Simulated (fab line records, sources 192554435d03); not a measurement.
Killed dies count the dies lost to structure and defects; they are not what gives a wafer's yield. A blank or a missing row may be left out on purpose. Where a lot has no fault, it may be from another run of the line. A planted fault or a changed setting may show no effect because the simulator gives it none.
fab line records + flow n5_finfet
record
- lots=10
- wafers=30
- last_day=19
route steps=1938 shown BEOL_M13@1693
lots untouched by any fault: they come from a run of this same line in which no faults occurred
start_h: the number of hours between the record's first day and the start of the first shown wafer of the lot + wait_h: hours since the lot's step before + " repeats the value in the row above + L1.1+2: a row that stands for several wafers + - either no value or no given start + * or withheld: withheld + < > ~ a bound
route shown NAME@n: names a module that has steps shown in the file, with the first one's number in the route + usual: mean/standard deviation taken from wafers without a fault + same: alike in all rows + chamber/n: place in a boat + sites: the reading at each site + _std_site: how widely they spread, as a standard deviation + _edge_site: the outer-site mean with the inner-site mean subtracted + radius_mm: for every site, how far away it sits from the centre of the wafer + mask NAME#n: copy n + behind: the last tool/chamber to shape the wafer + hold: what put the lot on hold/how long, in hours/how the hold closed + device: names the non-switching transistor (n, p or np) + end of line: tests of these same wafers at the route's end + for a step that has no rows: nothing shown but its recipe + killed: the dies lost at the first sort to structure and to defects; this is not the yield of the wafer + map: a wafer's dies, marking killed ones x, the rest . and places with no die _
set.NAME: the setting as run; set.NAME@STEP: as run at that earlier step + model.NAME: the simulator's own value behind a step, which no gauge read
one table for each step of the route and one row for each wafer, over a sample of lots
services: a tool's chamber out of use, with start hour (start_h, from the record's first day; less than 0 if before it), hours out, and reason
## steps
# step N5_BEOL_M13_ETCH_67
# recipe
- chemistry=CF4
- target=SiARC
- target_depth_a=1430
- time_s=238.3
- ion_energy_ev=80
- pressure_mtorr=40
- source_w=545
- bias_w=36
- Ar_flow_sccm=100
- cf4_flow_sccm=100
- ends=cleared
# usual
- drypump_motor_current_A=5.5/0.52
- etch_rf_on_time_s=239/5.4
- oes_product_au=0.65/0.067
- rf_vpp_V=184.1/1.1
- showerhead_plenum_p_Torr=2.15/0.077
- throttle_valve_pct=15.75/0.23
| lot.wafer | tool        | chamber | start_h | wait_h | drypump_motor_current_A | etch_rf_on_time_s | oes_product_au | rf_hours_counter_h | rf_vpp_V | showerhead_plenum_p_Torr | throttle_valve_pct |
|-----------|-------------|---------|---------|--------|-------------------------|-------------------|----------------|--------------------|----------|--------------------------|--------------------|
| L586.2    | rie_diel-04 | 0       | 279.56  | 0.0    | 5.3                     | 236               | 0.62           | 182                | 183.2    | 2.13                     | 15.49              |
| L586.4    | "           | 2       | "       | "      | 5.1                     | 233               | 0.60           | 219                | 183.2    | 2.04                     | 15.79              |
| L586.6    | "           | 0       | "       | "      | 5.3                     | 238               | 0.61           | -                  | 184.2    | 2.13                     | 15.48              |
| L588.1    | rie_diel-05 | 2       | 295.99  | 0.0    | 5.0                     | 238               | 0.74           | 46                 | 186.7    | 2.26                     | 15.68              |
| L588.3    | "           | 1       | "       | "      | 5.6                     | 239               | 0.68           | 88                 | 185.1    | 2.26                     | 15.85              |
| L588.5    | "           | 1       | "       | "      | 5.6                     | 238               | 0.69           | -                  | 184.6    | 2.26                     | 15.85              |
| L590.1    | rie_diel-04 | 1       | 301.16  | 0.0    | 4.9                     | 246               | 0.61           | 190                | 185.1    | 2.22                     | 16.07              |
| L590.4    | "           | 3       | "       | "      | 4.9                     | 245               | 0.60           | 199                | 185.0    | 2.20                     | 15.80              |
| L590.5    | "           | 0       | "       | "      | 5.3                     | 240               | 0.61           | -                  | 183.5    | 2.13                     | 15.50              |
| L591.2    | rie_diel-04 | 3       | 305.13  | 0.0    | 4.9                     | 243               | 0.61           | 200                | 184.4    | 2.20                     | 15.81              |
| L591.4    | "           | 2       | "       | "      | 5.1                     | 236               | 0.60           | 226                | 182.2    | 2.04                     | 15.81              |
| L591.6    | "           | 1       | "       | "      | 4.9                     | 244               | 0.61           | -                  | 184.0    | 2.22                     | 16.07              |
| L598.3    | rie_diel-04 | 0       | 343.60  | 0.0    | 5.3                     | 291               | 0.57           | 202                | 182.8    | 2.13                     | 15.51              |
| L598.4    | "           | 1       | "       | "      | 4.9                     | 295               | 0.58           | 203                | 182.9    | 2.21                     | 16.09              |
| L598.6    | "           | 3       | "       | "      | 4.9                     | 296               | 0.58           | -                  | 186.2    | 2.19                     | 15.80              |
| L599.2    | rie_diel-04 | 3       | 351.19  | 0.0    | 4.9                     | 295               | 0.57           | 211                | 183.8    | 2.19                     | 15.81              |
| L599.5    | "           | 0       | "       | "      | 5.3                     | 290               | 0.57           | -                  | 182.3    | 2.13                     | 15.52              |
| L599.6    | "           | 3       | "       | "      | 4.9                     | 293               | 0.57           | -                  | 184.8    | 2.19                     | 15.79              |
| L601.2    | rie_diel-03 | 0       | 374.19  | 0.0    | 4.9                     | 244               | 0.61           | 219                | 182.3    | 2.03                     | 15.97              |
| L601.3    | "           | 3       | "       | "      | 6.3                     | 240               | 0.72           | 65                 | 183.6    | 2.09                     | 15.81              |
| L601.4    | "           | 1       | "       | "      | 6.0                     | 243               | 0.57           | 224                | 184.5    | 2.12                     | 15.98              |
| L602.3    | rie_diel-03 | 0       | 391.77  | 0.0    | 4.9                     | 244               | 0.61           | 224                | 182.3    | 2.02                     | 15.99              |
| L602.5    | "           | 1       | "       | "      | 6.1                     | 243               | 0.58           | -                  | 183.0    | 2.12                     | 15.99              |
| L602.6    | "           | 0       | "       | "      | 4.9                     | 242               | 0.60           | -                  | 182.5    | 2.02                     | 15.98              |
| L604.1    | rie_diel-05 | 3       | 395.55  | 0.0    | 6.1                     | 240               | 0.69           | 91                 | 182.2    | 2.08                     | 15.39              |
| L604.2    | "           | 1       | "       | "      | 5.6                     | 233               | 0.67           | 116                | 186.2    | 2.25                     | 15.91              |
| L604.5    | "           | 1       | "       | "      | 5.6                     | 233               | 0.66           | -                  | 186.7    | 2.25                     | 15.90              |
| L605.3    | rie_diel-03 | 3       | 411.10  | 0.0    | 6.3                     | 238               | 0.71           | 77                 | 183.7    | 2.09                     | 15.84              |
| L605.4    | "           | 1       | "       | "      | 6.0                     | 244               | 0.57           | 235                | 182.9    | 2.12                     | 15.99              |
| L605.5    | "           | 1       | "       | "      | 6.0                     | 245               | 0.57           | -                  | 184.4    | 2.12                     | 16.00              |
# step N5_BEOL_M13_TRENCH_ETCH_34
# recipe
- chemistry=C4F8/O2/Ar
- target=SiOC
- target_depth_a=4134.7
- mask_material=SOC
- pressure_mtorr=30
- source_w=3000
- bias_w=700
- Ar_flow_sccm=400
- C4F8_flow_sccm=15
- O2_flow_sccm=8
- he_inner_torr=15
- he_outer_torr=30
- time_s=162.6
- ion_energy_ev=250
# usual
- drypump_motor_current_A=5.5/0.52
- he_outer_torr=30.01/0.057
- oes_product_au=0.76/0.079
- rf_vpp_V=666/3.4
- showerhead_plenum_p_Torr=3.42/0.12
- throttle_valve_pct=24.29/0.28
| lot.wafer | tool        | chamber | start_h | wait_h | drypump_motor_current_A | he_outer_torr | oes_product_au | rf_hours_counter_h | rf_vpp_V | showerhead_plenum_p_Torr | throttle_valve_pct |
|-----------|-------------|---------|---------|--------|-------------------------|---------------|----------------|--------------------|----------|--------------------------|--------------------|
| L586.2    | rie_diel-04 | 0       | 279.92  | 0.0    | 5.3                     | 30.00         | 0.71           | 183                | 666      | 3.39                     | 23.91              |
| L586.4    | "           | 2       | "       | "      | 5.1                     | 30.07         | 0.68           | 219                | 661      | 3.25                     | 24.19              |
| L586.6    | "           | 0       | "       | "      | 5.3                     | 29.92         | 0.71           | -                  | 666      | 3.39                     | 23.90              |
| L588.1    | rie_diel-05 | 2       | 296.36  | 0.0    | 5.0                     | 30.03         | 0.88           | 46                 | 670      | 3.59                     | 24.31              |
| L588.3    | "           | 1       | "       | "      | 5.6                     | 30.05         | 0.80           | 89                 | 669      | 3.60                     | 24.45              |
| L588.5    | "           | 1       | "       | "      | 5.6                     | 30.01         | 0.80           | -                  | 669      | 3.60                     | 24.45              |
| L590.1    | rie_diel-04 | 1       | 301.53  | 0.0    | 5.0                     | 29.96         | 0.72           | 190                | 670      | 3.54                     | 24.70              |
| L590.4    | "           | 3       | "       | "      | 4.9                     | 30.07         | 0.73           | 199                | 669      | 3.51                     | 24.36              |
| L590.5    | "           | 0       | "       | "      | 5.3                     | 29.95         | 0.71           | -                  | 665      | 3.39                     | 23.93              |
| L591.2    | rie_diel-04 | 3       | 305.50  | 0.0    | 4.9                     | 29.95         | 0.72           | 201                | 669      | 3.50                     | 24.33              |
| L591.4    | "           | 2       | "       | "      | 5.1                     | 30.01         | 0.69           | 227                | 661      | 3.24                     | 24.20              |
| L591.6    | "           | 1       | "       | "      | 4.9                     | 29.97         | 0.72           | -                  | 668      | 3.54                     | 24.70              |
| L598.3    | rie_diel-04 | 0       | 343.97  | 0.0    | 5.3                     | 30.07         | 0.70           | 202                | 665      | 3.38                     | 23.93              |
| L598.4    | "           | 1       | "       | "      | 5.0                     | 29.94         | 0.69           | 203                | 668      | 3.53                     | 24.73              |
| L598.6    | "           | 3       | "       | "      | 4.9                     | 30.03         | 0.72           | -                  | 669      | 3.50                     | 24.35              |
| L599.2    | rie_diel-04 | 3       | 351.56  | 0.0    | 4.9                     | 30.09         | 0.72           | 211                | 669      | 3.50                     | 24.35              |
| L599.5    | "           | 0       | "       | "      | 5.3                     | 30.03         | 0.70           | -                  | 664      | 3.38                     | 23.94              |
| L599.6    | "           | 3       | "       | "      | 4.9                     | 30.06         | 0.72           | -                  | 668      | 3.50                     | 24.35              |
| L601.2    | rie_diel-03 | 0       | 374.56  | 0.0    | 4.9                     | 30.02         | 0.71           | 219                | 660      | 3.25                     | 24.52              |
| L601.3    | "           | 3       | "       | "      | 6.3                     | 29.95         | 0.85           | 65                 | 663      | 3.36                     | 24.63              |
| L601.4    | "           | 1       | "       | "      | 6.1                     | 29.98         | 0.67           | 224                | 664      | 3.37                     | 24.44              |
| L602.3    | rie_diel-03 | 0       | 392.14  | 0.0    | 4.9                     | 29.91         | 0.72           | 225                | 661      | 3.24                     | 24.55              |
| L602.5    | "           | 1       | "       | "      | 6.1                     | 30.06         | 0.67           | -                  | 664      | 3.37                     | 24.44              |
| L602.6    | "           | 0       | "       | "      | 4.9                     | 30.02         | 0.71           | -                  | 661      | 3.24                     | 24.54              |
| L604.1    | rie_diel-05 | 3       | 395.92  | 0.0    | 6.1                     | 30.06         | 0.80           | 92                 | 663      | 3.31                     | 23.96              |
| L604.2    | "           | 1       | "       | "      | 5.6                     | 30.04         | 0.77           | 116                | 669      | 3.58                     | 24.49              |
| L604.5    | "           | 1       | "       | "      | 5.6                     | 30.10         | 0.77           | -                  | 668      | 3.58                     | 24.50              |
| L605.3    | rie_diel-03 | 3       | 411.47  | 0.0    | 6.3                     | 30.04         | 0.84           | 77                 | 664      | 3.36                     | 24.65              |
| L605.4    | "           | 1       | "       | "      | 6.0                     | 30.06         | 0.67           | 235                | 664      | 3.37                     | 24.48              |
| L605.5    | "           | 1       | "       | "      | 6.0                     | 30.02         | 0.66           | -                  | 664      | 3.37                     | 24.47              |
# step N5_BEOL_M13_STRIP_37
# recipe
- chemistry=N2/H2
- power_w=1000
- temp_c=250
- h2_frac=0.65
- overash_fraction=0.3
- pressure_mtorr=withheld
- n2_flow_sccm=1750
- h2_flow_sccm=3250
# usual
- drypump_motor_current_A=5.23/0.23
- heater_power_w=348/40
- n2_flow_sccm=1750/5.9
- oes_product_au=0.784/0.01
| lot.wafer | tool            | chamber | start_h | wait_h | drypump_motor_current_A | heater_power_w | n2_flow_sccm | oes_product_au | rf_hours_counter_h |
|-----------|-----------------|---------|---------|--------|-------------------------|----------------|--------------|----------------|--------------------|
| L586.2    | plasma_asher-01 | 1       | 280.14  | 0.0    | 5.49                    | 276            | 1743         | 0.809          | 76                 |
| L586.4    | "               | 1       | "       | "      | 5.49                    | 277            | 1746         | 0.793          | -                  |
| L586.6    | "               | 0       | "       | "      | 4.83                    | 329            | 1747         | 0.792          | -                  |
| L588.1    | plasma_asher-01 | 0       | 296.58  | 0.0    | 4.82                    | 334            | 1748         | 0.763          | 79                 |
| L588.3    | "               | 0       | "       | "      | 4.80                    | 340            | 1750         | 0.783          | -                  |
| L588.5    | "               | 0       | "       | "      | 4.82                    | 341            | 1743         | 0.786          | -                  |
| L590.1    | plasma_asher-02 | 0       | 301.75  | 0.0    | 5.40                    | 386            | 1743         | 0.791          | 136                |
| L590.4    | "               | 0       | "       | "      | 5.35                    | 399            | 1747         | 0.780          | -                  |
| L590.5    | "               | 1       | "       | "      | 5.19                    | 357            | 1757         | 0.783          | -                  |
| L591.2    | plasma_asher-02 | 1       | 305.71  | 0.0    | 5.20                    | 350            | 1751         | 0.793          | 137                |
| L591.4    | "               | 1       | "       | "      | 5.21                    | 358            | 1744         | 0.766          | -                  |
| L591.6    | "               | 1       | "       | "      | 5.20                    | 346            | 1739         | 0.763          | -                  |
| L598.3    | plasma_asher-02 | 0       | 344.20  | 0.1    | 5.37                    | 400            | 1751         | 0.791          | -                  |
| L598.4    | "               | 1       | "       | "      | 5.20                    | 361            | 1753         | 0.796          | -                  |
| L598.6    | "               | 1       | "       | "      | 5.16                    | 354            | 1744         | 0.747          | -                  |
| L599.2    | plasma_asher-01 | 1       | 351.78  | 0.0    | 5.48                    | 283            | 1756         | 0.802          | 91                 |
| L599.5    | "               | 1       | "       | "      | 5.46                    | 291            | 1748         | 0.784          | -                  |
| L599.6    | "               | 0       | "       | "      | 4.82                    | 334            | 1747         | 0.785          | -                  |
| L601.2    | plasma_asher-02 | 0       | 374.78  | 0.0    | 5.41                    | 393            | 1747         | 0.792          | 150                |
| L601.3    | "               | 1       | "       | "      | 5.19                    | 358            | 1751         | 0.782          | -                  |
| L601.4    | "               | 0       | "       | "      | 5.41                    | 403            | 1753         | 0.784          | -                  |
| L602.3    | plasma_asher-01 | 1       | 392.37  | 0.1    | 5.48                    | 285            | 1742         | 0.796          | -                  |
| L602.5    | "               | 0       | "       | "      | 4.79                    | 344            | 1742         | 0.788          | -                  |
| L602.6    | "               | 1       | "       | "      | 5.48                    | 284            | 1742         | 0.785          | -                  |
| L604.1    | plasma_asher-01 | 1       | 396.13  | 0.0    | 5.48                    | 285            | 1755         | 0.774          | 99                 |
| L604.2    | "               | 0       | "       | "      | 4.81                    | 346            | 1747         | 0.785          | 99                 |
| L604.5    | "               | 1       | "       | "      | 5.49                    | 283            | 1746         | 0.788          | -                  |
| L605.3    | plasma_asher-02 | 0       | 411.71  | 0.1    | 5.36                    | 396            | 1746         | 0.789          | -                  |
| L605.4    | "               | 1       | "       | "      | 5.21                    | 349            | 1760         | 0.780          | -                  |
| L605.5    | "               | 0       | "       | "      | 5.37                    | 391            | 1744         | 0.779          | -                  |
# step N5_BEOL_M13_ETCH_38
# recipe
- chemistry=CF4/N2
- target=SiCN
- target_depth_a=675
- taper_deg=2
- time_s=71.9
- ion_energy_ev=150
- mask_material=SiO2
- pressure_mtorr=40
- source_w=430
- bias_w=70
- Ar_flow_sccm=100
- cf4_flow_sccm=60
- n2_flow_sccm=60
# usual
- drypump_motor_current_A=5.5/0.51
- n2_flow_sccm=59.99/0.19
- oes_product_au=0.79/0.087
- rf_vpp_V=382.9/2.2
- showerhead_plenum_p_Torr=2.23/0.083
- throttle_valve_pct=15.53/0.23
| lot.wafer | tool        | chamber | start_h | wait_h | drypump_motor_current_A | n2_flow_sccm | oes_product_au | rf_hours_counter_h | rf_vpp_V | showerhead_plenum_p_Torr | throttle_valve_pct |
|-----------|-------------|---------|---------|--------|-------------------------|--------------|----------------|--------------------|----------|--------------------------|--------------------|
| L586.2    | rie_diel-05 | 0       | 280.34  | -      | 5.8                     | 59.96        | 0.80           | 95                 | 384.0    | 2.32                     | 15.42              |
| L586.4    | "           | 1       | "       | "      | 5.6                     | 59.99        | 0.81           | 84                 | 386.5    | 2.33                     | 15.64              |
| L586.6    | "           | 1       | "       | "      | 5.6                     | 59.93        | 0.82           | -                  | 384.1    | 2.33                     | 15.63              |
| L588.1    | rie_diel-05 | 1       | 297.66  | -      | 5.6                     | 59.91        | 0.81           | 89                 | 385.4    | 2.33                     | 15.66              |
| L588.3    | "           | 2       | "       | "      | 5.0                     | 60.46        | 0.88           | 47                 | 383.4    | 2.33                     | 15.49              |
| L588.5    | "           | 0       | "       | "      | 5.8                     | 60.06        | 0.81           | -                  | 384.7    | 2.32                     | 15.41              |
| L590.1    | rie_diel-05 | 3       | 302.21  | -      | 6.2                     | 60.49        | 0.84           | 66                 | 381.2    | 2.14                     | 15.15              |
| L590.4    | "           | 0       | "       | "      | 5.8                     | 60.04        | 0.80           | 100                | 384.9    | 2.32                     | 15.42              |
| L590.5    | "           | 1       | "       | "      | 5.6                     | 59.51        | 0.81           | -                  | 385.1    | 2.33                     | 15.66              |
| L591.2    | rie_diel-05 | 3       | 306.27  | -      | 6.1                     | 60.07        | 0.82           | 67                 | 380.9    | 2.14                     | 15.15              |
| L591.4    | "           | 2       | "       | "      | 5.0                     | 59.95        | 0.88           | 49                 | 384.9    | 2.33                     | 15.52              |
| L591.6    | "           | 3       | "       | "      | 6.1                     | 60.14        | 0.82           | -                  | 381.3    | 2.14                     | 15.16              |
| L598.3    | rie_diel-05 | 1       | 344.39  | -      | 5.6                     | 59.86        | 0.79           | 103                | 384.1    | 2.32                     | 15.68              |
| L598.4    | "           | 3       | "       | "      | 6.2                     | 59.93        | 0.80           | 77                 | 379.4    | 2.14                     | 15.17              |
| L598.6    | "           | 1       | "       | "      | 5.6                     | 59.91        | 0.79           | -                  | 385.8    | 2.32                     | 15.67              |
| L599.2    | rie_diel-04 | 1       | 352.80  | -      | 4.9                     | 60.01        | 0.70           | 206                | 385.0    | 2.28                     | 15.93              |
| L599.5    | "           | 0       | "       | "      | 5.3                     | 59.89        | 0.69           | -                  | 381.6    | 2.19                     | 15.36              |
| L599.6    | "           | 3       | "       | "      | 4.9                     | 59.83        | 0.70           | -                  | 385.1    | 2.26                     | 15.66              |
| L601.2    | rie_diel-03 | 0       | 376.82  | -      | 4.9                     | 59.89        | 0.71           | 220                | 379.7    | 2.09                     | 15.84              |
| L601.3    | "           | 3       | "       | "      | 6.3                     | 59.88        | 0.85           | 67                 | 381.3    | 2.15                     | 15.63              |
| L601.4    | "           | 2       | "       | "      | 6.2                     | 59.79        | 0.88           | 47                 | 383.4    | 2.24                     | 15.17              |
| L602.3    | rie_diel-03 | 3       | 394.97  | -      | 6.3                     | 60.12        | 0.85           | 72                 | 380.2    | 2.15                     | 15.66              |
| L602.5    | "           | 2       | "       | "      | 6.1                     | 59.99        | 0.87           | -                  | 383.2    | 2.24                     | 15.18              |
| L602.6    | "           | 3       | "       | "      | 6.3                     | 60.05        | 0.85           | -                  | 380.8    | 2.15                     | 15.65              |
| L604.1    | rie_diel-04 | 3       | 396.75  | -      | 4.9                     | 60.11        | 0.70           | 224                | 384.6    | 2.26                     | 15.69              |
| L604.2    | "           | 1       | "       | "      | 4.9                     | 59.86        | 0.69           | 221                | 384.3    | 2.27                     | 15.96              |
| L604.5    | "           | 2       | "       | "      | 5.1                     | 59.71        | 1.03           | -                  | 385.6    | 2.35                     | 15.18              |
| L605.3    | rie_diel-04 | 0       | 411.77  | -      | 5.3                     | 59.82        | 0.69           | 225                | 381.2    | 2.18                     | 15.40              |
| L605.4    | "           | 3       | "       | "      | 4.9                     | 59.79        | 0.69           | 229                | 383.1    | 2.26                     | 15.70              |
| L605.5    | "           | 2       | "       | "      | 5.1                     | 59.98        | 1.00           | -                  | 384.9    | 2.35                     | 15.15              |
## services
| tool            | chamber | start_h | hours | kind                          |
|-----------------|---------|---------|-------|-------------------------------|
| plasma_asher-01 | -       | 268.83  | 4.3   | repair                        |
| plasma_asher-01 | -       | 301.47  | 2.8   | repair                        |
| rie_diel-04     | 3       | 309.13  | 11.7  | repair                        |
| plasma_asher-02 | -       | 310.78  | 2.9   | repair                        |
| rie_diel-04     | 1       | 326.22  | 4.5   | repair                        |
| rie_diel-04     | 3       | 358.52  | 5.5   | repair                        |
| rie_diel-04     | 2       | 371.62  | -     | clean                         |
| rie_diel-04     | 2       | 371.62  | -     | consumable_replace:focus_ring |
| rie_diel-04     | 2       | 371.62  | -     | consumable_replace:showerhead |
| rie_diel-04     | 2       | 371.62  | 24.5  | scheduled_down                |
| rie_diel-04     | 2       | 371.62  | 24.5  | vent_cycle                    |
| plasma_asher-01 | -       | 383.84  | 2.4   | repair                        |
| plasma_asher-02 | -       | 395.72  | 1.8   | repair                        |
## key
first_sign
- step=N5_BEOL_M13_ETCH_67
- reading=etch_rf_on_time_s
- direction=up
- sigmas=10
- usual=*
- struck=*
effect none on later readings
met_at N5_BEOL_M13_ETCH_67
struck_lots L598,L599
not_acting_at N5_BEOL_M13_TRENCH_ETCH_34,N5_BEOL_M13_STRIP_37,N5_BEOL_M13_ETCH_38
onset_between 305.13 343.60
fault
- kind=process_parameter_drift
- tool=rie_diel-04
- chamber=-
- onset_h=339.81
- steps=N5_BEOL_M13_ETCH_67
- channel=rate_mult
- offset=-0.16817
- shape=step
- end_h=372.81
